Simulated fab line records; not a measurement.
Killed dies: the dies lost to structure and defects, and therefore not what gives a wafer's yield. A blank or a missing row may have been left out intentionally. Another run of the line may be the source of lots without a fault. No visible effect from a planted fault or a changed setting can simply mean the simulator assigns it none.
fab line records | flow n5-finfet | part 2 of 2: steps 5 to 6 of 6
record lots=17 wafers=51 last-day=19
route steps=1938 shown DUMMY_GATE@244 SD_EPI_N@279 SD_EPI_P@306 SDB@360
lots with no fault: from the same line, run without faults
start-h: the number of hours between the record's first day and the start of the first shown wafer of the lot | wait-h: hours since the lot's step before | " as in the row above | L1.1+2: a single row standing in for several wafers | - either no value or no given start | * or withheld: withheld | < > ~ a bound
route shown NAME@n: names a module that has steps shown in the file, with the first one's number in the route | usual: average and standard deviation across the fault-free wafers | same: alike in all rows | chamber/n: place in a boat | sites: each site's reading | _std_site: their standard deviation | _edge_site: inner sites' mean taken away from outer sites' mean | radius-mm: how far each site lies from the wafer's centre | mask NAME#n: copy n | behind: the last tool/chamber to shape the wafer | hold: reason for holding the lot/hours on hold/outcome of the hold | device: the transistor (n, p or np) that didn't switch | end of line: the tests these same wafers got at the end of their route | a step with no rows: only its recipe | killed: count of dies lost to structure and defects at first sort (not the wafer's yield) | map: per-die view of a wafer (x killed, . not killed, _ where there is no die)
set.NAME: the run value of the setting; set.NAME@STEP: its run value at that earlier step | model.NAME: the simulator's own value behind a step, which no gauge read
one table for each step of the route and one row for each wafer, over a sample of lots
services: a tool's chamber out of use, with start hour (start-h, from the record's first day; less than 0 if before it), hours out, and reason
## steps
# step N5_SD_EPI_P_ETCH_36
# recipe chemistry=CF4 target=SiARC target-depth-a=455 mask-material=CAR-ArF-block time-s=75.8 ion-energy-ev=80 pressure-mtorr=40 source-w=545 bias-w=36 Ar_flow_sccm=100 cf4-flow-sccm=100 ends=cleared
# usual chamber-pressure-mTorr=40.00/0.037 drypump-motor-current-A=5.6/0.32 etch-rf-on-time-s=76.4/2.3 oes-product-au=0.63/0.059 rf-vpp-V=183.9/1.1 showerhead-plenum-p-Torr=2.12/0.063 throttle-valve-pct=15.64/0.19
# columns lot.wafer tool chamber start-h wait-h chamber-pressure-mTorr drypump-motor-current-A etch-rf-on-time-s oes-product-au rf-hours-counter-h rf-vpp-V showerhead-plenum-p-Torr throttle-valve-pct
L074.1 rie-diel-04 0 65.89 0.0 40.05 5.8 77.1 0.57 244 184.0 2.11 15.72
L074.4 " 2 " " 39.97 5.2 78.3 0.65 132 185.1 2.23 15.61
L074.6 " 1 " " 40.00 6.3 74.7 0.61 - 183.2 2.05 15.75
L076.3 rie-diel-06 3 69.64 0.0 39.99 5.4 76.7 0.65 132 183.7 2.06 15.83
L076.4 " 2 " " 39.97 5.2 74.1 0.64 - 184.4 2.22 15.63
L076.6 " 3 " " 40.08 5.4 76.7 0.65 - 183.4 2.06 15.84
L078.2 rie-diel-06 1 76.89 0.0 39.97 5.7 72.4 0.67 165 182.2 2.07 15.54
L078.3 " 0 " " 40.03 4.9 77.7 0.58 249 183.8 2.10 15.65
L078.6 " 2 " " 40.00 5.3 74.3 0.64 - 184.5 2.22 15.63
L077.4 rie-diel-02 3 80.94 0.0 39.97 5.7 74.7 0.64 183 182.9 2.12 15.77
L077.5 " 0 " " 39.98 5.4 79.3 0.61 - 185.7 2.20 15.78
L077.6 " 3 " " 40.00 5.7 74.9 0.64 - 183.5 2.12 15.79
L080.2 rie-diel-02 1 89.47 0.0 39.95 6.1 79.0 0.63 151 183.4 2.05 15.30
L080.4 " 0 " " 39.98 5.4 79.7 0.60 221 184.5 2.19 15.79
L080.5 " 0 " " 40.01 5.4 79.3 0.60 - 184.8 2.20 15.81
L079.1 rie-diel-06 2 90.58 0.0 40.03 5.2 74.4 0.64 185 183.9 2.22 15.65
L079.4 " 1 " " 39.99 5.6 72.4 0.66 - 183.0 2.06 15.54
L079.6 " 3 " " 40.04 5.4 75.6 0.66 - 183.7 2.06 15.86
L081.1 rie-diel-04 1 97.45 0.0 40.00 6.3 75.0 0.61 209 181.7 2.04 15.75
L081.2 " 2 " " 39.99 5.2 78.7 0.63 143 185.5 2.23 15.63
L081.6 " 2 " " 40.02 5.2 79.1 0.64 - 185.0 2.23 15.63
L082.1 rie-diel-02 3 105.40 0.0 40.05 5.7 74.5 0.64 191 183.2 2.11 15.78
L082.3 " 0 " " 40.04 5.4 79.0 0.60 226 184.1 2.19 15.80
L082.4 " 1 " " 39.95 6.0 78.3 0.63 156 185.0 2.05 15.31
L083.2 rie-diel-04 1 105.56 0.0 40.00 6.3 74.8 0.61 212 183.8 2.04 15.77
L083.3 " 3 " " 40.00 5.6 73.6 0.59 221 184.1 2.10 15.74
L083.6 " 2 " " 40.03 5.3 78.5 0.63 - 185.1 2.23 15.64
L085.1 rie-diel-02 0 121.76 0.0 40.03 5.4 80.3 0.59 231 185.9 2.19 15.84
L085.4 " 1 " " 40.01 6.1 79.4 0.61 162 180.1 2.05 15.32
L085.6 " 0 " " 40.08 5.4 79.8 0.60 - 184.0 2.19 15.81
L086.2 rie-diel-06 2 130.70 0.0 39.99 5.2 73.9 0.62 200 184.4 2.21 15.67
L086.4 " 3 " " 39.98 5.3 75.2 0.64 156 183.2 2.05 15.90
L086.5 " 1 " " 39.97 5.7 71.5 0.65 - 183.3 2.06 15.58
L088.2 rie-diel-06 3 141.96 0.0 39.97 5.4 75.7 0.63 162 183.5 2.05 15.90
L088.3 " 0 " " 39.96 4.9 77.5 0.77 16 184.1 2.09 15.23
L088.6 " 2 " " 40.01 5.2 74.8 0.61 - 185.3 2.21 15.67
L089.2 rie-diel-04 3 150.36 0.0 39.99 5.6 72.9 0.59 226 184.4 2.10 15.76
L089.3 " 0 " " 40.05 5.8 73.5 0.84 5 184.2 2.11 15.25
L089.5 " 2 " " 40.04 5.3 77.9 0.63 - 184.8 2.23 15.66
L090.2 rie-diel-04 2 151.93 0.0 40.02 5.2 78.3 0.63 152 186.8 2.23 15.66
L090.4 " 3 " " 40.01 5.7 72.9 0.59 227 183.6 2.10 15.74
L090.6 " 3 " " 39.97 5.6 72.9 0.59 - 184.4 2.10 15.75
L091.2 rie-diel-02 0 155.69 0.0 39.99 5.4 80.5 0.59 246 184.6 2.19 15.84
L091.5 " 3 " " 40.00 5.7 75.9 0.62 - 182.9 2.11 15.84
L091.6 " 2 " " 39.99 5.5 77.8 0.61 - 184.6 2.11 15.56
L094.1 rie-diel-04 0 175.75 0.0 39.95 5.8 73.4 0.82 13 183.8 2.11 15.26
L094.3 " 2 " " 39.94 5.2 78.4 0.62 161 185.3 2.22 15.67
L094.4 " 1 " " 39.95 6.2 74.7 0.60 - 181.8 2.04 15.79
L095.2 rie-diel-02 2 181.97 0.0 39.97 5.5 77.0 0.61 232 183.7 2.11 15.57
L095.5 " 3 " " 39.95 5.7 75.3 0.61 - 183.9 2.10 15.86
L095.6 " 1 " " 40.00 6.0 78.9 0.60 - 182.9 2.04 15.36
# step N5_SDB_ETCH_17
# recipe chemistry=CF4 target=SiARC target-depth-a=234 mask-material=CAR-ArF time-s=39 ion-energy-ev=80 pressure-mtorr=40 source-w=545 bias-w=36 Ar_flow_sccm=100 cf4-flow-sccm=100 ends=cleared
# usual chamber-pressure-mTorr=40.00/0.035 drypump-motor-current-A=5.9/0.5 etch-rf-on-time-s=38.7/0.97 oes-product-au=0.70/0.072 rf-vpp-V=183.9/1.3 showerhead-plenum-p-Torr=2.14/0.073 throttle-valve-pct=15.59/0.23
# columns lot.wafer tool chamber start-h wait-h chamber-pressure-mTorr drypump-motor-current-A etch-rf-on-time-s oes-product-au rf-hours-counter-h rf-vpp-V showerhead-plenum-p-Torr throttle-valve-pct
L074.1 rie-diel-01 1 78.66 0.0 39.95 6.4 37.1 0.80 13 184.1 2.11 15.18
L074.4 " 0 " " 40.03 6.2 40.2 0.68 107 183.0 2.07 15.65
L074.6 " 0 " " 39.96 6.2 40.2 0.69 - 183.0 2.07 15.65
L076.3 rie-diel-05 2 81.13 0.0 40.00 5.6 37.1 0.68 153 185.7 2.23 15.73
L076.4 " 3 " " 40.00 5.6 38.5 0.58 249 183.2 2.12 15.69
L076.6 " 1 " " 40.01 6.1 39.9 0.58 - 183.9 2.11 15.86
L078.2 rie-diel-01 2 88.69 0.0 39.99 5.4 39.1 0.63 171 184.9 2.21 15.68
L078.3 " 3 " " 40.01 5.2 38.4 0.68 130 182.2 1.97 15.38
L078.6 " 1 " " 39.98 6.4 37.4 0.78 - 183.8 2.11 15.18
L077.4 rie-diel-05 3 92.27 0.0 40.00 5.5 38.4 0.58 - 183.8 2.12 15.71
L077.5 " 2 " " 40.05 5.7 36.8 0.68 - 185.0 2.23 15.73
L077.6 " 3 " " 39.96 5.5 38.5 0.58 - 182.4 2.12 15.70
L080.2 rie-diel-01 1 103.34 0.0 40.02 6.5 37.1 0.77 23 184.8 2.11 15.21
L080.4 " 3 " " 40.00 5.1 38.3 0.68 137 183.9 1.97 15.39
L080.5 " 0 " " 39.96 6.2 40.3 0.67 - 182.4 2.07 15.68
L079.1 rie-diel-03 0 104.01 0.0 39.97 6.0 39.2 0.75 42 183.8 2.10 15.57
L079.4 " 1 " " 40.04 6.5 39.3 0.78 - 184.3 2.19 15.31
L079.6 " 0 " " 40.07 6.0 39.1 0.74 - 182.7 2.10 15.58
L081.1 rie-diel-05 0 108.85 0.0 39.97 5.4 38.8 0.76 25 185.5 2.20 15.47
L081.2 " 1 " " 40.01 6.2 39.7 0.58 246 183.0 2.11 15.85
L081.6 " 0 " " 40.01 5.4 38.9 0.77 - 184.0 2.20 15.48
L082.1 rie-diel-05 0 117.26 0.0 39.98 5.3 38.6 0.76 30 184.3 2.20 15.51
L082.3 " 3 " " 39.98 5.5 38.3 0.58 265 182.6 2.12 15.73
L082.4 " 0 " " 39.96 5.3 38.8 0.75 - 185.7 2.20 15.49
L083.2 rie-diel-03 1 117.65 0.0 39.92 6.4 39.9 0.76 21 184.4 2.18 15.32
L083.3 " 0 " " 39.99 6.0 39.5 0.73 49 183.2 2.10 15.59
L083.6 " 1 " " 40.01 6.5 39.3 0.78 - 184.1 2.18 15.34
L085.1 rie-diel-03 3 134.19 0.0 40.03 5.6 39.0 0.60 220 182.5 2.21 16.13
L085.4 " 1 " " 40.02 6.5 39.3 0.76 27 183.9 2.18 15.33
L085.6 " 1 " " 39.95 6.4 39.1 0.76 - 184.3 2.18 15.33
L086.2 rie-diel-01 3 142.87 0.0 39.94 5.1 38.7 0.66 151 180.7 1.97 15.44
L086.4 " 1 " " 40.06 6.4 37.5 0.75 38 184.5 2.10 15.22
L086.5 " 1 " " 39.99 6.5 37.4 0.74 - 183.6 2.10 15.25
L088.2 rie-diel-05 1 154.88 0.0 40.00 6.2 38.9 0.81 10 181.8 2.11 15.41
L088.3 " 0 " " 39.99 5.4 38.7 0.73 49 184.6 2.19 15.54
L088.6 " 0 " " 40.02 5.3 39.2 0.73 - 185.9 2.19 15.52
L089.2 rie-diel-03 0 162.66 0.0 40.03 6.0 39.6 0.71 65 183.7 2.09 15.62
L089.3 " 3 " " 39.97 5.6 39.7 0.58 229 184.0 2.20 16.17
L089.5 " 0 " " 39.96 6.0 39.7 0.71 - 184.6 2.09 15.62
L090.2 rie-diel-01 3 163.53 0.0 39.96 5.1 38.9 0.65 158 180.6 1.96 15.44
L090.4 " 1 " " 40.01 6.5 37.6 0.73 45 184.0 2.10 15.23
L090.6 " 0 " " 39.97 6.3 40.1 0.66 - 183.7 2.06 15.71
L091.2 rie-diel-05 1 167.46 0.0 39.92 6.2 38.5 0.80 15 183.5 2.11 15.41
L091.5 " 0 " " 40.00 5.4 38.7 0.73 - 184.2 2.19 15.55
L091.6 " 3 " " 39.99 5.5 38.8 0.84 - 183.2 2.11 15.22
L094.1 rie-diel-05 3 188.13 0.0 39.97 5.5 38.8 0.81 7 183.1 2.11 15.23
L094.3 " 1 " " 40.03 6.1 38.8 0.78 22 182.9 2.10 15.42
L094.4 " 0 " " 39.96 5.3 39.1 0.71 59 185.1 2.19 15.53
L095.2 rie-diel-01 3 195.19 0.0 40.01 5.1 39.6 0.64 168 181.4 1.96 15.43
L095.5 " 1 " " 39.99 6.4 38.0 0.71 - 184.7 2.10 15.26
L095.6 " 2 " " 40.04 5.4 40.0 0.60 - 184.2 2.20 15.76
## services
# columns tool chamber start-h hours kind
rie-diel-02 3 35.64 4.0 repair
rie-diel-05 2 60.15 2.0 repair
rie-diel-02 - 70.01 0.2 repair
rie-diel-06 0 79.63 - clean
rie-diel-06 0 79.63 - consumable-replace:focus-ring
rie-diel-06 0 79.63 16.9 scheduled-down
rie-diel-06 0 79.63 16.9 vent-cycle
rie-diel-05 1 84.10 21.9 repair
rie-diel-04 0 87.25 - clean
rie-diel-04 0 87.25 - consumable-replace:focus-ring
rie-diel-04 0 87.25 21.7 scheduled-down
rie-diel-04 0 87.25 21.7 vent-cycle
rie-diel-05 3 96.30 1.8 repair
rie-diel-05 2 100.11 16.3 repair
rie-diel-06 0 104.78 5.5 repair
rie-diel-04 - 116.06 28.1 pm
rie-diel-05 1 116.46 - clean
rie-diel-05 1 116.46 - consumable-replace:focus-ring
rie-diel-05 3 119.45 6.4 repair
rie-diel-02 1 154.13 5.4 repair
rie-diel-03 2 157.49 2.7 repair
rie-diel-04 3 167.41 8.7 repair
rie-diel-02 - 179.40 1.0 repair
rie-diel-06 2 189.08 10.0 repair
